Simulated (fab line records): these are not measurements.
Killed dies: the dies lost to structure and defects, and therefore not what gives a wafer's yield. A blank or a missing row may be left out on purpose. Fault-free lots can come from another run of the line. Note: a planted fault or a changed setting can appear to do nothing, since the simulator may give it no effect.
Chamber matching    flow nandHarc    NHARC_P_M2_ETCH_35 on rieDiel-13 has 4 sister chambers
The step etches the open film in N2/H2, target depth 40 nm, overetch 12 nm, time 43.94 s. 4 wafers are shown with their chamber, then 9 later ones without.

== WAFERS, EACH WITH ITS CHAMBER ==
wafer   chamber  drypumpMotorCurrentA (A)
L658.6  2        5.67
L660.1  0        5.66
L660.2  3        5.78
L660.4  1        5.11

== WAFERS WITH NO CHAMBER GIVEN ==
wafer   drypumpMotorCurrentA (A)
L664.1  5.62
L664.2  5.13
L664.5  5.76
L669.1  5.69
L669.2  5.63
L669.6  5.79
L671.1  5.17
L671.2  5.76
L671.4  5.67

== CHAMBER TAKEN BY EACH ==
wafer   from the rows above      in truth
L664.1  can't be placed: 0 or 2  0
L664.2  1                        1
L664.5  3                        3
L669.1  can't be placed: 2 or 0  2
L669.2  can't be placed: 0 or 2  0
L669.6  3                        3
L671.1  1                        1
L671.2  3                        3
L671.4  can't be placed: 2 or 0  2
Correctly placed: 5 of 9. From these rows, 4 cannot be placed; in 4 the true chamber is one of the candidates. 0 placed wrongly.
How it was worked out, from the rows above alone: a wafer's distance from a chamber is the root of the sum, over the readings, of the square of ((its reading less the chamber's mean) divided by the reading's scatter). If the next closest chamber is less than 2 further off than the closest, the wafer can't be placed; otherwise it belongs to the closest. Each chamber's mean is taken over the wafers shown for it. The scatter: with one shown wafer a chamber, the root of the mean of the squares of how far each hidden wafer lies from its nearest shown one.
